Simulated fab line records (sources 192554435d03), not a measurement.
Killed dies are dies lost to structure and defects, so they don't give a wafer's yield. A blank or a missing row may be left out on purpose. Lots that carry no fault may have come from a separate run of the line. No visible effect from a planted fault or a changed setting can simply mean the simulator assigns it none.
Matching of chambers	flow n5 finfet	N5_FIN_SAQP_ETCH_69 on rie diel-02: 4 sister chambers
The step etches SOC in N2/H2, stops on SiNx, target depth 150 nm. 16 wafers are shown with their chamber, then 8 later ones without.

== WAFERS, EACH WITH ITS CHAMBER ==
wafer	chamber	showerhead plenum p Torr (Torr)	throttle valve pct (%)	drypump motor current A (A)
L074.4	3	2.68	17.69	5.4
L074.5	3	2.68	17.69	5.4
L074.6	0	2.56	17.90	5.4
L077.1	2	2.51	18.47	5.1
L077.2	3	2.67	17.71	5.4
L077.5	2	2.51	18.47	5.1
L081.2	2	2.51	18.48	5.1
L081.4	0	2.56	17.95	5.4
L081.5	2	2.51	18.50	5.1
L082.1	0	2.56	17.94	5.4
L082.3	1	2.50	17.79	5.1
L082.5	1	2.50	17.77	5.0
L086.3	0	2.55	17.96	5.4
L086.4	1	2.50	17.80	5.0
L086.5	3	2.66	17.74	5.4
L087.3	1	2.50	17.80	5.1

SIGNATURES (averages over the wafers above)
reading	chamber 0	chamber 1	chamber 2	chamber 3	scatter within a chamber
showerhead plenum p Torr	2.5575	2.5000	2.5100	2.6725	0.0054
throttle valve pct	17.9375	17.7900	18.4800	17.7075	0.0203
drypump motor current A	5.400	5.050	5.100	5.400	0.0289
Rule: for a wafer and a chamber, the distance is found by dividing, reading by reading, the gap between the wafer's reading and the chamber's mean by the reading's scatter, squaring, summing and taking the root. The wafer belongs to the nearest chamber; if the next one is less than 2 further off, it can't be placed. The scatter: the root of (the sum of the squares of (reading less its chamber's mean) over the shown wafers, divided by (wafers less chambers)).

== WAFERS WHOSE CHAMBER IS MISSING ==
wafer	showerhead plenum p Torr (Torr)	throttle valve pct (%)	drypump motor current A (A)
L087.4	2.55	17.95	5.4
L087.5	2.50	17.77	5.1
L089.2	2.50	18.04	5.1
L089.3	2.66	17.76	5.4
L089.5	2.55	17.99	5.4
L091.1	2.50	18.05	5.1
L091.2	2.55	18.00	5.4
L091.3	2.49	17.82	5.1

== THE CHAMBER EACH PASSED THROUGH ==
wafer	from the rows above	in truth
L087.4	0	0
L087.5	1	1
L089.2	1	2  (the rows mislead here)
L089.3	3	3
L089.5	0	0
L091.1	1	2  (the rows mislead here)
L091.2	0	0
L091.3	1	1
Correctly placed: 6 of 8. Left unplaced by these rows: 0. Placed wrongly: 2.
